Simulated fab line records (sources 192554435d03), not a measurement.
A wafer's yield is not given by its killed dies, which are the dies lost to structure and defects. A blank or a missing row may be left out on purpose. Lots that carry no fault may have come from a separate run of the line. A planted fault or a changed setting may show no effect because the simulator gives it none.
Matching of chambers :: flow n5_finfet :: N5_BEOL_M6_ETCH_72 on rie_diel-04 has 4 sister chambers
The step etches underlayer in N2/H2, target depth 6.5 nm, time 5.2 s. 4 wafers are shown with their chamber, then 8 later ones without.

## WAFERS WITH THEIR CHAMBER
wafer: L081.4
chamber: 3
drypump_motor_current_A (A): 5.8

wafer: L085.4
chamber: 2
drypump_motor_current_A (A): 5.8

wafer: L085.5
chamber: 1
drypump_motor_current_A (A): 5.9

wafer: L090.3
chamber: 0
drypump_motor_current_A (A): 4.8

## WAFERS WITHOUT THEIR CHAMBER
wafer: L090.4
drypump_motor_current_A (A): 5.8

wafer: L090.6
drypump_motor_current_A (A): 5.8

wafer: L093.1
drypump_motor_current_A (A): 5.9

wafer: L093.5
drypump_motor_current_A (A): 5.8

wafer: L093.6
drypump_motor_current_A (A): 5.9

wafer: L096.1
drypump_motor_current_A (A): 5.9

wafer: L096.3
drypump_motor_current_A (A): 4.8

wafer: L096.5
drypump_motor_current_A (A): 4.7

## WHICH CHAMBER EACH WENT THROUGH
wafer: L090.4
from the rows above: can't be placed: 2 or 3
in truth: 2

wafer: L090.6
from the rows above: can't be placed: 2 or 3
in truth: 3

wafer: L093.1
from the rows above: 1
in truth: 1

wafer: L093.5
from the rows above: can't be placed: 2 or 3
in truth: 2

wafer: L093.6
from the rows above: 1
in truth: 1

wafer: L096.1
from the rows above: 1
in truth: 1

wafer: L096.3
from the rows above: 0
in truth: 0

wafer: L096.5
from the rows above: 0
in truth: 0
Placed correctly: 5 of 8. Not placeable from these rows: 3 (in 3, the candidates include the true chamber). Placed wrongly: 0.
How it was worked out, from the rows above alone: a wafer's distance from a chamber is the root of the sum, over the readings, of the square of ((its reading less the chamber's mean) divided by the reading's scatter). If the next closest chamber is less than 2 further off than the closest, the wafer can't be placed; otherwise it belongs to the closest. Each chamber's mean is taken over the wafers shown for it. The scatter: root of mean squared gap, hidden wafer to nearest shown wafer, with one shown wafer a chamber.
